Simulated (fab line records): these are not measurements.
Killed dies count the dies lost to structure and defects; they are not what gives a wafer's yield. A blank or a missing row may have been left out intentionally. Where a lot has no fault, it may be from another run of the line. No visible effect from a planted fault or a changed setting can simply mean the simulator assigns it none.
Split-lot experiment -- flow n5-finfet -- 39 wafers read across 7 lots, on a route 1938 steps long

== ON THE SPLIT ==
At N5_GATE_CUT_HM_DEP_46 (deposits SiO2 from TEOS/O2, target thk 130 nm, time 26.6 s), the setting target-thk-a was moved away from the recipe's 1300 angstrom on 12 of the 39 wafers read, by -50.5% to +52.8%. This setting was run at the recipe's value on the other wafers.

== FROM THE SPLIT TO THE READING: what the file shows between them, 9 steps ==
- N5_GATE_CUT_COAT_34: time 60 s, resist thk 60 nm
- N5_GATE_CUT_COAT_35: time 60 s, resist thk 10 nm
- N5_GATE_CUT_STRIP_38: strips in N2/H2
- N5_GATE_CUT_STRIP_39: strips in N2/H2
- N5_GATE_CUT_HM_OPEN_40: chemistry C4F6/O2, target SiO2, target depth 139 nm, time 85.1 s
- N5_GATE_CUT_STRIP_41: strips in CF4
- N5_GATE_CUT_STRIP_42: strips in O2
- N5_GATE_CUT_ALD_22: deposits SiNx, target thk 16 nm, pulse time 1 s, ald cycles 320
- N5_GATE_CUT_CMP_23: polishes, stops on SiO2, t overpolish 23.4 s, target thk 16 nm

== THE READING ==
GC_FILL_THK, in nm, at N5_GATE_CUT_THK_MEAS_24. A value of 219.1 nm with a standard deviation of 2.2 nm is what fault-free wafers of this fab line usually give.

wafer,"tool, chamber at the split","target-thk-a as run, angstrom",against the recipe,"GC_FILL_THK, nm",against lot-mates on the recipe
L076.1,"pecvd-02, 2",1300,recipe,220.6,-
L076.2,"pecvd-02, 1",1300,recipe,221.0,-
L076.3,"pecvd-02, 0",1300,recipe,222.1,-
L076.4,"pecvd-02, 1",1300,recipe,221.1,-
L076.5,"pecvd-02, 0",1300,recipe,223.0,-
L076.6,"pecvd-02, 2",1300,recipe,221.9,-
L077.1,"pecvd-03, 0",1300,recipe,216.9,-
L077.2,"pecvd-03, 2",1300,recipe,216.2,-
L077.3,"pecvd-03, 1",1300,recipe,219.3,-
L077.4,"pecvd-03, 1",841.9,-35.2%,173.9,-43.6
L077.5,"pecvd-03, 2",841.9,-35.2%,171.8,-45.7
L077.6,"pecvd-03, 0",841.9,-35.2%,173.4,-44.1
L078.1,"pecvd-01, 2",1986,+52.8%,282.3,+61.7
L078.2,"pecvd-01, 0",1986,+52.8%,287.0,+66.4
L078.3,"pecvd-01, 1",1300,recipe,219.0,-
L078.4,"pecvd-01, 2",1986,+52.8%,287.5,+66.9
L078.5,"pecvd-01, 0",1300,recipe,220.3,-
L078.6,"pecvd-01, 1",1300,recipe,222.5,-
L080.3,"pecvd-01, 1",1300,recipe,219.2,-
L080.5,"pecvd-01, 2",1300,recipe,216.7,-
L080.6,"pecvd-01, 0",1300,recipe,218.7,-
L083.1,"pecvd-01, 0",1300,recipe,216.2,-
L083.2,"pecvd-01, 2",643.3,-50.5%,152.4,-64.7
L083.3,"pecvd-01, 2",1300,recipe,216.0,-
L083.4,"pecvd-01, 0",1300,recipe,219.0,-
L083.5,"pecvd-01, 0",643.3,-50.5%,150.8,-66.3
L083.6,"pecvd-01, 2",643.3,-50.5%,151.8,-65.3
L093.1,"pecvd-01, 1",1625,+25.0%,252.5,+33.7
L093.2,"pecvd-01, 0",1300,recipe,219.1,-
L093.3,"pecvd-01, 2",1300,recipe,215.7,-
L093.4,"pecvd-01, 1",1300,recipe,221.6,-
L093.5,"pecvd-01, 2,0",1625,+25.0%,251.1,+32.3
L093.6,"pecvd-01, 2,0",1625,+25.0%,251.3,+32.5
L095.1,"pecvd-03, 1",1300,recipe,219.0,-
L095.2,"pecvd-03, 0",1300,recipe,220.8,-
L095.3,"pecvd-03, 2",1300,recipe,217.3,-
L095.4,"pecvd-03, 2",1300,recipe,218.0,-
L095.5,"pecvd-03, 1",1300,recipe,221.8,-
L095.6,"pecvd-03, 0",1300,recipe,219.4,-
When a row names more than one chamber, that row covers several wafers, and the file does not tell which wafer ran in which chamber.

THE FIT
A straight line over all 39 wafers: GC_FILL_THK changes by +1.3 nm for each +1% of target-thk-a; r = +1.00; the points scatter about the line by 2.1 nm.
The same after taking each lot's own level away (the mean of its wafers on the recipe; 39 wafers): +1.27 nm for each +1%; r = +1.00; scatter 1.6 nm.
According to that fit, moving target-thk-a by its largest amount changes the reading by 67 nm.
From 217.07 to 221.62 nm: that is the span of the lots' own levels, equal to 2.1 times the standard deviation above.
Hence the lot-to-lot level has little effect on the slope; both slopes agree.
Check: for one of the wafers moved furthest among these (+52.8%), held out of the fit, the line's prediction against its lot-mates is +67.6 nm. It came out at +61.7 nm against them.

== THE WHOLE CHAIN: every reading that the file lists as answering this split, in the file's order ==
step,what it does,reading,change (the file's fit),r (the file's)
N5_GATE_CUT_HM_DEP_46,"deposits SiO2 from TEOS/O2, target thk 130 nm, time 26.6 s","SiO2_of_GATE_CUT_HM_DEP_46.thk-nm (the simulator's own value, which no gauge read)",+1.27 nm for each +1% of the setting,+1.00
N5_GATE_CUT_HM_OPEN_40,"chemistry C4F6/O2, target SiO2, target depth 139 nm, time 85.1 s",etch-rf-on-time-s,withheld for each +1% of the setting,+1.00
N5_GATE_CUT_HM_OPEN_40,"chemistry C4F6/O2, target SiO2, target depth 139 nm, time 85.1 s","etch.depth-nm (the simulator's own value, which no gauge read)",+1.27 nm for each +1% of the setting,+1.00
N5_GATE_CUT_HM_OPEN_40,"chemistry C4F6/O2, target SiO2, target depth 139 nm, time 85.1 s","SOC_of_GATE_CUT_COAT_34.thk-nm (the simulator's own value, which no gauge read)",-0.267 nm for each +1% of the setting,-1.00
N5_GATE_CUT_THK_MEAS_24,,GC_FILL_THK,+1.27 for each +1% of the setting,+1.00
N5_GATE_CUT_CMP_43,polishes SiO2,"SiO2_of_GATE_CUT_HM_DEP_46.thk-nm (the simulator's own value, which no gauge read)",+0.0605 nm for each +1% of the setting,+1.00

== FILE'S OWN FIT ==
GC_FILL_THK changes by +1.27 nm for each +1% of target-thk-a, r = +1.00.
